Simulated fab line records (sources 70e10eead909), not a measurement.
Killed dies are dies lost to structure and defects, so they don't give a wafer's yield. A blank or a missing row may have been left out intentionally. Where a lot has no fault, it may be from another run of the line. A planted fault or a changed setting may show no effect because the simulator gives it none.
What tool caused it? :: flow nand_harc :: 13 lots, 39 wafers sampled, at 5 steps of a route of 1159

WHAT EACH GAUGE READ, for each wafer
NHARC_A_ONON_D1_THK_MEAS_11: measures by ellipsometry.
lot: L601
measured: day 7 15:57
on: film_metro-01
thk_nm (nm): 999 995 997

lot: L602
measured: day 8 01:28
on: film_metro-01
thk_nm (nm): 979 979 978

lot: L604
measured: day 8 23:34
on: film_metro-01
thk_nm (nm): 989 989 992

lot: L605
measured: day 8 23:34
on: film_metro-01
thk_nm (nm): 989 988 989

lot: L615
measured: day 12 01:44
on: film_metro-02
thk_nm (nm): 1008 1008 1007

lot: L614
measured: day 12 02:05
on: film_metro-02
thk_nm (nm): 1006 1010 1011

lot: L616
measured: day 12 09:51
on: film_metro-01
thk_nm (nm): 1010 1009 1008

lot: L617
measured: day 12 10:00
on: film_metro-02
thk_nm (nm): 991 991 989

lot: L619
measured: day 12 10:30
on: film_metro-01
thk_nm (nm): 1025 1024 1024

lot: L620
measured: day 12 14:50
on: film_metro-02
thk_nm (nm): 992 991 993

lot: L622
measured: day 12 19:29
on: film_metro-02
thk_nm (nm): 1009 1012 1009

lot: L623
measured: day 12 19:35
on: film_metro-01
thk_nm (nm): 1015 1013 1015

lot: L624
measured: day 13 08:57
on: film_metro-01
thk_nm (nm): 997 996 997

NHARC_A_ONON_D1_THK_MEAS_24: measures by ellipsometry.
lot: L601
measured: day 8 01:40
on: film_metro-02
thk_nm (nm): 1011 1009 1009

lot: L602
measured: day 8 10:19
on: film_metro-02
thk_nm (nm): 1000 1000 1001

lot: L604
measured: day 9 08:25
on: film_metro-01
thk_nm (nm): 997 1032 998

lot: L605
measured: day 9 08:33
on: film_metro-01
thk_nm (nm): 984 985 986

lot: L615
measured: day 12 11:39
on: film_metro-01
thk_nm (nm): 998 996 1000

lot: L614
measured: day 12 11:59
on: film_metro-01
thk_nm (nm): 1007 1007 1007

lot: L616
measured: day 12 19:08
on: film_metro-01
thk_nm (nm): 982 984 983

lot: L617
measured: day 12 19:14
on: film_metro-01
thk_nm (nm): 996 993 996

lot: L619
measured: day 12 19:22
on: film_metro-02
thk_nm (nm): 1000 1001 1002

lot: L620
measured: day 12 23:38
on: film_metro-02
thk_nm (nm): 1004 1003 1002

lot: L622
measured: day 13 04:16
on: film_metro-01
thk_nm (nm): 994 994 994

lot: L623
measured: day 13 04:17
on: film_metro-02
thk_nm (nm): 1008 1008 1008

lot: L624
measured: day 13 17:45
on: film_metro-02
thk_nm (nm): 996 995 995

NHARC_A_ONON_D1_THK_MEAS_27: measures by ellipsometry.
lot: L601
measured: day 8 02:14
on: film_metro-01
thk_nm (nm): 999 998 998

lot: L602
measured: day 8 10:53
on: film_metro-02
thk_nm (nm): 995 995 994

lot: L604
measured: day 9 08:59
on: film_metro-02
thk_nm (nm): 987 988 988

lot: L605
measured: day 9 09:07
on: film_metro-01
thk_nm (nm): 992 993 993

lot: L615
measured: day 12 12:13
on: film_metro-02
thk_nm (nm): 1004 1003 1002

lot: L614
measured: day 12 12:33
on: film_metro-02
thk_nm (nm): 987 990 989

lot: L616
measured: day 12 19:43
on: film_metro-02
thk_nm (nm): 1004 1003 1004

lot: L617
measured: day 12 19:50
on: film_metro-02
thk_nm (nm): 1003 1005 1004

lot: L619
measured: day 12 19:56
on: film_metro-02
thk_nm (nm): 992 990 991

lot: L620
measured: day 13 00:12
on: film_metro-02
thk_nm (nm): 1008 1007 1009

lot: L622
measured: day 13 04:50
on: film_metro-02
thk_nm (nm): 991 989 989

lot: L623
measured: day 13 04:52
on: film_metro-01
thk_nm (nm): 988 987 990

lot: L624
measured: day 13 18:19
on: film_metro-02
thk_nm (nm): 988 990 989

NHARC_A_CHANNEL_HOLE_D1_CD_MEAS_10: the cd target is 100 nm.
lot: L601
measured: day 8 10:16
on: cd_sem-01
cd_nm (nm): 100.3 100.9 100.0

lot: L602
measured: day 8 20:09
on: cd_sem-01
cd_nm (nm): 100.1 100.2 100.6

lot: L604
measured: day 9 12:40
on: cd_sem-02
cd_nm (nm): 100.8 100.2 100.5

lot: L605
measured: day 9 13:37
on: cd_sem-01
cd_nm (nm): 100.5 101.0 100.1

lot: L615
measured: day 12 16:07
on: cd_sem-01
cd_nm (nm): 101.3 101.5 100.6

lot: L614
measured: day 12 17:51
on: cd_sem-01
cd_nm (nm): 100.7 99.9 99.6

lot: L616
measured: day 12 23:33
on: cd_sem-01
cd_nm (nm): 100.9 100.6 100.8

lot: L617
measured: day 12 23:42
on: cd_sem-02
cd_nm (nm): 101.1 100.4 100.9

lot: L619
measured: day 13 01:18
on: cd_sem-03
cd_nm (nm): 99.8 99.0 99.5

lot: L620
measured: day 13 04:13
on: cd_sem-02
cd_nm (nm): 99.4 99.9 100.1

lot: L622
measured: day 13 09:52
on: cd_sem-02
cd_nm (nm): 100.6 99.9 100.7

lot: L623
measured: day 13 10:20
on: cd_sem-02
cd_nm (nm): 101.3 101.0 100.3

lot: L624
measured: day 14 05:49
on: cd_sem-01
cd_nm (nm): 100.0 99.4 100.0

WHICH TOOL RAN EACH LOT (tool, then ch and the chambers of the sampled wafers, then the start)
lot: L601
NHARC_A_ONON_D1_DEP_22: pecvd_onon-01 ch 0, day 8 01:16

lot: L602
NHARC_A_ONON_D1_DEP_22: pecvd_onon-02 ch 0, day 8 09:48

lot: L604
NHARC_A_ONON_D1_DEP_22: pecvd_onon-02 ch 0, day 9 07:54

lot: L605
NHARC_A_ONON_D1_DEP_22: pecvd_onon-04 ch 0, day 9 08:05

lot: L615
NHARC_A_ONON_D1_DEP_22: pecvd_onon-02 ch 0, day 12 11:07

lot: L614
NHARC_A_ONON_D1_DEP_22: pecvd_onon-01 ch 0, day 12 11:32

lot: L616
NHARC_A_ONON_D1_DEP_22: pecvd_onon-02 ch 0, day 12 18:41

lot: L617
NHARC_A_ONON_D1_DEP_22: pecvd_onon-04 ch 0, day 12 18:43

lot: L619
NHARC_A_ONON_D1_DEP_22: pecvd_onon-01 ch 0, day 12 18:55

lot: L620
NHARC_A_ONON_D1_DEP_22: pecvd_onon-02 ch 0, day 12 23:14

lot: L622
NHARC_A_ONON_D1_DEP_22: pecvd_onon-02 ch 0, day 13 03:46

lot: L623
NHARC_A_ONON_D1_DEP_22: pecvd_onon-04 ch 0, day 13 03:46

lot: L624
NHARC_A_ONON_D1_DEP_22: pecvd_onon-01 ch 0, day 13 17:18
- NHARC_A_ONON_D1_DEP_22: target thk 1000 nm.

AS READ BY THE TOOLS THEMSELVES (means over the sampled wafers that have a number; for cases with no such wafer, the mark the record gives instead)
NHARC_A_ONON_D1_DEP_22.
lot: L601
tool: pecvd_onon-01
susceptor_temp_C (C): 400.14

lot: L602
tool: pecvd_onon-02
susceptor_temp_C (C): 400.03

lot: L604
tool: pecvd_onon-02
susceptor_temp_C (C): 399.95

lot: L605
tool: pecvd_onon-04
susceptor_temp_C (C): 400.06

lot: L615
tool: pecvd_onon-02
susceptor_temp_C (C): 399.90

lot: L614
tool: pecvd_onon-01
susceptor_temp_C (C): 400.27

lot: L616
tool: pecvd_onon-02
susceptor_temp_C (C): 399.90

lot: L617
tool: pecvd_onon-04
susceptor_temp_C (C): 400.12

lot: L619
tool: pecvd_onon-01
susceptor_temp_C (C): 399.87

lot: L620
tool: pecvd_onon-02
susceptor_temp_C (C): 399.90

lot: L622
tool: pecvd_onon-02
susceptor_temp_C (C): 400.07

lot: L623
tool: pecvd_onon-04
susceptor_temp_C (C): 400.37

lot: L624
tool: pecvd_onon-01
susceptor_temp_C (C): 400.31

THE ANSWER, worked out from the rows above alone
Rule: what is usual is taken from the lots themselves. The widest of any qualifying gaps counts: lots, ordered by their means at a reading, are off when they make up no more than a third of the lots, leave a main group of 4 or more, and stand apart from it by 3 or more times the standard deviation of that group's means. A main group is skipped when, at the precision printed for the reading in the tables above, its means are all equal. A lot without any number at a reading at which 4 lots or more have one is off too. All remaining lots with rows at the step are treated as sound. First the gauges in route order, then the tools' own readings, where a lot's mean is used as printed above. At the first step where some lot is off, the reading lying furthest off is the one used; lots without a number count as furthest.
No lot is off at any reading shown: from this, nothing can be told.

WHAT THE SIMULATOR HAD PUT IN
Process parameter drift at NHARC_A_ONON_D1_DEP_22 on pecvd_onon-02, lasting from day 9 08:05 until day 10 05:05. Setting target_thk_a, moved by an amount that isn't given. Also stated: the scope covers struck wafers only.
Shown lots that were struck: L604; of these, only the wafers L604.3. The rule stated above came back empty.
